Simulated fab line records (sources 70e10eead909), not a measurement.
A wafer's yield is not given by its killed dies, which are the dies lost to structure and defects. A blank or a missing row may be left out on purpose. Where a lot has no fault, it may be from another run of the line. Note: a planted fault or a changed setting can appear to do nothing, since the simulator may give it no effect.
Chamber matching :: flow nand-harc :: NHARC_A_BONDPAD_DEP_00 on pecvd-01 has 3 sister chambers
The step deposits SiCN, target thk 250 nm. 6 wafers are shown with their chamber, then 11 later ones without.

EACH WAFER AND ITS CHAMBER
wafer: L081.5
chamber: 2
heater-power-w (W): 486
chamber-pressure-Torr (Torr): 3.011

wafer: L083.2
chamber: 2
heater-power-w (W): 529
chamber-pressure-Torr (Torr): 3.008

wafer: L083.4
chamber: 1
heater-power-w (W): 667
chamber-pressure-Torr (Torr): 3.004

wafer: L084.5
chamber: 1
heater-power-w (W): 699
chamber-pressure-Torr (Torr): 3.007

wafer: L084.6
chamber: 0
heater-power-w (W): 484
chamber-pressure-Torr (Torr): 2.999

wafer: L088.2
chamber: 0
heater-power-w (W): 479
chamber-pressure-Torr (Torr): 2.997

WAFERS WHOSE CHAMBER IS MISSING
wafer: L088.3
heater-power-w (W): 688
chamber-pressure-Torr (Torr): 3.006

wafer: L088.5
heater-power-w (W): 700
chamber-pressure-Torr (Torr): 3.001

wafer: L090.2
heater-power-w (W): 536
chamber-pressure-Torr (Torr): 3.009

wafer: L090.5
heater-power-w (W): 657
chamber-pressure-Torr (Torr): 3.005

wafer: L090.6
heater-power-w (W): 551
chamber-pressure-Torr (Torr): 2.990

wafer: L093.1
heater-power-w (W): 536
chamber-pressure-Torr (Torr): 3.006

wafer: L093.2
heater-power-w (W): 653
chamber-pressure-Torr (Torr): 2.998

wafer: L093.5
heater-power-w (W): 506
chamber-pressure-Torr (Torr): 3.006

wafer: L095.4
heater-power-w (W): 669
chamber-pressure-Torr (Torr): 3.005

wafer: L095.5
heater-power-w (W): 504
chamber-pressure-Torr (Torr): 2.988

wafer: L095.6
heater-power-w (W): 591
chamber-pressure-Torr (Torr): 3.013

THE CHAMBER EACH PASSED THROUGH
wafer: L088.3
from the rows above: 1
in truth: 1

wafer: L088.5
from the rows above: 1
in truth: 1

wafer: L090.2
from the rows above: 2
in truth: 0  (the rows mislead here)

wafer: L090.5
from the rows above: 1
in truth: 1

wafer: L090.6
from the rows above: 0
in truth: 0

wafer: L093.1
from the rows above: 2
in truth: 2

wafer: L093.2
from the rows above: 1
in truth: 1

wafer: L093.5
from the rows above: 2
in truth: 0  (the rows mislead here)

wafer: L095.4
from the rows above: 1
in truth: 1

wafer: L095.5
from the rows above: 0
in truth: 0

wafer: L095.6
from the rows above: can't be placed: 2 or 1
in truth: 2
8 of 11 placed correctly. Not placeable from these rows: 1 (in 1, the candidates include the true chamber). Number placed wrongly: 2.
How it was worked out, from the rows above alone: a wafer's distance from a chamber is the root of the sum, over the readings, of the square of ((its reading less the chamber's mean) divided by the reading's scatter). The wafer belongs to the nearest chamber; if the next one is less than 2 further off, it can't be placed. Each chamber's mean is taken over the wafers shown for it. The scatter: the root of (the sum of the squares of (reading less its chamber's mean) over the shown wafers, divided by (wafers less chambers)).
